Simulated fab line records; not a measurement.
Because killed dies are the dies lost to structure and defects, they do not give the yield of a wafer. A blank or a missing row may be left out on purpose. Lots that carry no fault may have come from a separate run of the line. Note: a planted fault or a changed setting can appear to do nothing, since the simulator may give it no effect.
What tool caused it? | flow nand_harc | 15 lots, 43 wafers sampled, at 2 steps of a route of 1159

## WHAT THE GAUGES READ, wafer by wafer
NHARC_A_SLIT_CD_MEAS_09: target cd 300 nm. Usual: cd_nm 300.1 nm, standard deviation 0.49.
lot  | measured     | on        | cd_nm (nm)        | flag
L797 | day 14 00:21 | cd_sem-01 | 299.9 300.0 300.3 |
L800 | day 14 21:55 | cd_sem-02 | 300.3 299.9 300.2 |
L799 | day 14 22:13 | cd_sem-02 | 299.4 300.9 300.0 |
L801 | day 15 07:32 | cd_sem-02 | 300.1 300.0 300.3 |
L804 | day 15 21:43 | cd_sem-03 | 300.2 300.4 301.2 |
L805 | day 16 03:05 | cd_sem-02 | 300.4 300.6 300.5 |
L808 | day 16 16:08 | cd_sem-01 | 300.1 300.7 300.2 |
L806 | day 16 17:37 | cd_sem-03 | 300.1 299.9 300.1 |
L807 | day 16 23:54 | cd_sem-02 | 299.8 300.4 299.8 |
L809 | day 17 09:28 | cd_sem-02 | 300.2 299.3 300.3 |
L810 | day 17 09:37 | cd_sem-02 | 300.4 299.1 300.3 |
L811 | day 17 20:06 | cd_sem-02 | 300.5 299.8 300.4 |
L815 | day 19 00:01 | cd_sem-02 | 300.4 300.1       |
L817 | day 19 05:44 | cd_sem-03 | 300.7 300.5 299.4 |
L818 | day 19 06:44 | cd_sem-03 | 301.3 300.5       |

NHARC_A_SLIT_OVL_MEAS_10. Usual: overlay_x_nm -0.1 nm, standard deviation 0.79; overlay_y_nm 0.1 nm, standard deviation 0.78.
lot  | measured     | on         | overlay_x_nm (nm) | overlay_y_nm (nm) | flag
L797 | day 14 00:26 | overlay-02 | -0.3 -1.0 -0.7    | 0.6 0.8 0.6       |
L800 | day 14 22:00 | overlay-02 | -0.9 -0.8 -1.3    | 0.6 0.4 0.7       |
L799 | day 14 22:18 | overlay-01 | -0.3 0.1 -0.3     | -0.4 0.2 0.1      |
L801 | day 15 07:37 | overlay-01 | -0.2 0.3 0.1      | -2.1 -2.3 -2.1    |
L804 | day 15 21:48 | overlay-01 | 0.1 -0.2 0.0      | 0.8 0.6 0.6       |
L805 | day 16 03:10 | overlay-01 | 0.9 1.3 0.9       | -1.1 -1.3 -1.0    |
L808 | day 16 16:13 | overlay-02 | 1.0 1.2 0.9       | 0.5 0.4 0.4       |
L806 | day 16 17:43 | overlay-01 | -1.0 -0.6 -0.8    | 0.4 0.4 0.3       |
L807 | day 16 23:59 | overlay-01 | -1.0 -1.6 -1.7    | -0.4 -0.7 -0.7    |
L809 | day 17 09:32 | overlay-02 | -1.0 -0.6 -0.1    | 0.1 -0.1 0.3      |
L810 | day 17 09:42 | overlay-02 | -0.5 -0.5 -0.7    | -0.2 0.0 -0.2     |
L811 | day 17 20:11 | overlay-02 | -0.1 0.3 0.2      | 0.2 0.6 0.3       |
L815 | day 19 00:06 | overlay-01 | -0.1 -0.1         | -0.8 -0.6         |
L817 | day 19 05:50 | overlay-02 | -0.5 -0.2 -0.8    | 1.1 0.6 0.9       |
L818 | day 19 06:50 | overlay-02 | 0.2 -0.2          | 0.4 0.3           |

## WHAT TOOL EACH LOT RAN ON (gives the tool, then ch and the chambers of the sampled wafers, and finally the start)
There is no process step in the record ahead of these readings.

## AS READ BY THE TOOLS THEMSELVES (means over the sampled wafers that have a number; for cases with no such wafer, the mark the record gives instead)
The record holds no such reading with a usual standard deviation.

## THE ANSWER, worked out from the rows above alone
Rule: a lot counts as off when the mean over its wafers that have a number is more than 3 standard deviations away from the usual mean. A lot without any number at a reading at which 4 lots or more have one is off too. The other lots that the step has rows for count as sound. The gauges are gone through in route order, then the tools' own readings, and for those a lot's mean is taken as printed above. The first step at which some lot is off is used, and at that step the reading that is off furthest; a lot without a number counts as furthest.
No lot is off on any of the readings shown, so nothing can be concluded from this.

## WHAT WAS PUT IN BY THE SIMULATOR
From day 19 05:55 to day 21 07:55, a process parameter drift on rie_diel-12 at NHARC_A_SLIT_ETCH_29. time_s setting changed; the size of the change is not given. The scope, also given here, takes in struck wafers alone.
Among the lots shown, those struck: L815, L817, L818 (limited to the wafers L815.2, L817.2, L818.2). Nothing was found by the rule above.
